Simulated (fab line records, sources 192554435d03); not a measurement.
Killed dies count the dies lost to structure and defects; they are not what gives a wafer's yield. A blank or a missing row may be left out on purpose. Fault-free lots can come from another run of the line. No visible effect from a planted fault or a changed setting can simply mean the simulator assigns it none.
Split-lot study | flow n5-finfet | 39 wafers read from 7 lots, route of 1938 steps

== ON THE SPLIT ==
At N5_BEOL_M13_ILD_DEP_00 (deposits SiOC from DEMS/O2, target thk 837.92 nm, time 166.4 s), the setting target-thk-a was moved away from the recipe's 8379.2 angstrom on 15 of the 39 wafers read, by -55.3% to +46.6%. The other wafers ran this setting at the recipe's value.

The file shows no step between the split and the reading.

== THE READING ==
At N5_BEOL_M13_THK_MEAS_01: M13_ILD_THK, given in nm. On this fab line, fault-free wafers typically give 832 nm with a standard deviation of 13 nm.

wafer  | tool, chamber at the split | target-thk-a as run, angstrom | against the recipe | M13_ILD_THK, nm | against lot-mates on the recipe
L077.1 | pecvd-04, 0                | 8379.2                        | recipe             | 825             | -
L077.2 | pecvd-04, 1                | 8379.2                        | recipe             | 836             | -
L077.3 | pecvd-04, 2                | 8379.2                        | recipe             | 839             | -
L077.4 | pecvd-04, 2                | 8379.2                        | recipe             | 845             | -
L077.5 | pecvd-04, 1                | 8379.2                        | recipe             | 856             | -
L077.6 | pecvd-04, 0                | 8379.2                        | recipe             | 838             | -
L079.1 | pecvd-03, 2                | 8379.2                        | recipe             | 835             | -
L079.2 | pecvd-03, 1                | 8379.2                        | recipe             | 831             | -
L079.3 | pecvd-03, 0                | 4879                          | -41.8%             | 465             | -371
L079.4 | pecvd-03, 2                | 8379.2                        | recipe             | 842             | -
L079.5 | pecvd-03, 0                | 4879                          | -41.8%             | 474             | -362
L079.6 | pecvd-03, 1                | 4879                          | -41.8%             | 482             | -354
L082.1 | pecvd-03, 2                | 8379.2                        | recipe             | 836             | -
L082.2 | pecvd-03, 1                | 4704                          | -43.9%             | 479             | -365
L082.3 | pecvd-03, 0                | 8379.2                        | recipe             | 845             | -
L082.4 | pecvd-03, 1                | 4704                          | -43.9%             | 488             | -356
L082.5 | pecvd-03, 2                | 8379.2                        | recipe             | 851             | -
L082.6 | pecvd-03, 0                | 4704                          | -43.9%             | 471             | -373
L083.1 | pecvd-04, 2                | 8379.2                        | recipe             | 814             | -
L083.2 | pecvd-04, 0                | 8379.2                        | recipe             | 809             | -
L083.3 | pecvd-04, 1                | 8379.2                        | recipe             | 821             | -
L083.4 | pecvd-04, 0                | 3748                          | -55.3%             | 349             | -466
L083.5 | pecvd-04, 2                | 3748                          | -55.3%             | 362             | -453
L083.6 | pecvd-04, 1                | 3748                          | -55.3%             | 361             | -454
L087.1 | pecvd-03, 1                | 10260                         | +22.4%             | 1020            | +190
L087.2 | pecvd-03, 2                | 8379.2                        | recipe             | 835             | -
L087.3 | pecvd-03, 0                | 8379.2                        | recipe             | 827             | -
L087.4 | pecvd-03, 2                | 10260                         | +22.4%             | 1035            | +205
L087.5 | pecvd-03, 0                | 8379.2                        | recipe             | 827             | -
L087.6 | pecvd-03, 1                | 10260                         | +22.4%             | 1032            | +202
L089.1 | pecvd-04, 2                | 12280                         | +46.6%             | 1207            | +370
L089.2 | pecvd-04, 1                | 12280                         | +46.6%             | 1216            | +379
L089.3 | pecvd-04, 0                | 12280                         | +46.6%             | 1205            | +368
L089.4 | pecvd-04, 1                | 8379.2                        | recipe             | 842             | -
L089.5 | pecvd-04, 0                | 8379.2                        | recipe             | 826             | -
L089.6 | pecvd-04, 2                | 8379.2                        | recipe             | 842             | -
L097.2 | pecvd-01, 1                | 8379.2                        | recipe             | 843             | -
L097.4 | pecvd-01, 2                | 8379.2                        | recipe             | 850             | -
L097.5 | pecvd-01, 0                | 8379.2                        | recipe             | 843             | -

THE FIT
A straight line over all 39 wafers: M13_ILD_THK changes by +8.39 nm for each +1% of target-thk-a; r = +1.00; the points scatter about the line by 13 nm.
The same after taking each lot's own level away (the mean of its wafers on the recipe; 39 wafers): +8.32 nm for each +1%; r = +1.00; scatter 9.5 nm.
Per that fit: largest target-thk-a move, reading shift of 4.6e+02 nm.
Across the lots, their own levels run from 814.7 to 845.3 nm, a range of 2.4 times the standard deviation given above.
The two slopes are in agreement: the lot-to-lot level therefore moves the slope only a little.
Check: for one of the wafers moved furthest among these (-55.3%), held out of the fit, the line's prediction against its lot-mates is -460 nm. Against them it came out at -466 nm.

== THE WHOLE CHAIN: every reading that the file lists as answering this split, in the file's order ==
step                    | what it does                                                   | reading                                                                             | change (the file's fit)                                                                       | r (the file's)
N5_BEOL_M13_ILD_DEP_00  | deposits SiOC from DEMS/O2, target thk 837.92 nm, time 166.4 s | SiOC_of_BEOL_M13_ILD_DEP_00.thk-nm (the simulator's own value, which no gauge read) | +8.32 nm for each +1% of the setting                                                          | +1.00
N5_BEOL_M13_THK_MEAS_01 |                                                                | M13_ILD_THK                                                                         | +8.33 for each +1% of the setting                                                             | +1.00
N5_BEOL_M13_VIA_ETCH_16 | etches SiOC in C4F8/O2/Ar, target depth 921.7 nm               | etch.depth-nm (the simulator's own value, which no gauge read)                      | +8.32 nm for each +1% of the setting                                                          | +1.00
N5_BEOL_M13_VIA_ETCH_16 | etches SiOC in C4F8/O2/Ar, target depth 921.7 nm               | coat_of_BEOL_M13_COAT_04.thk-nm (the simulator's own value, which no gauge read)    | -2.27 nm for each +1% of the setting                                                          | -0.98
N5_BEOL_M13_STRIP_63    | strips in N2/H2                                                | oes-product-au                                                                      | not straight: 0.813 at the lowest setting, 0.674 at the recipe, 0.232 at the highest          | not given
N5_BEOL_M13_STRIP_63    | strips in N2/H2                                                | strip-time-to-endpoint-s                                                            | not straight: withheld at the lowest setting, withheld at the recipe, withheld at the highest | not given

== THE FILE'S OWN FIT ==
M13_ILD_THK changes by +8.33 nm for each +1% of target-thk-a, r = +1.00.
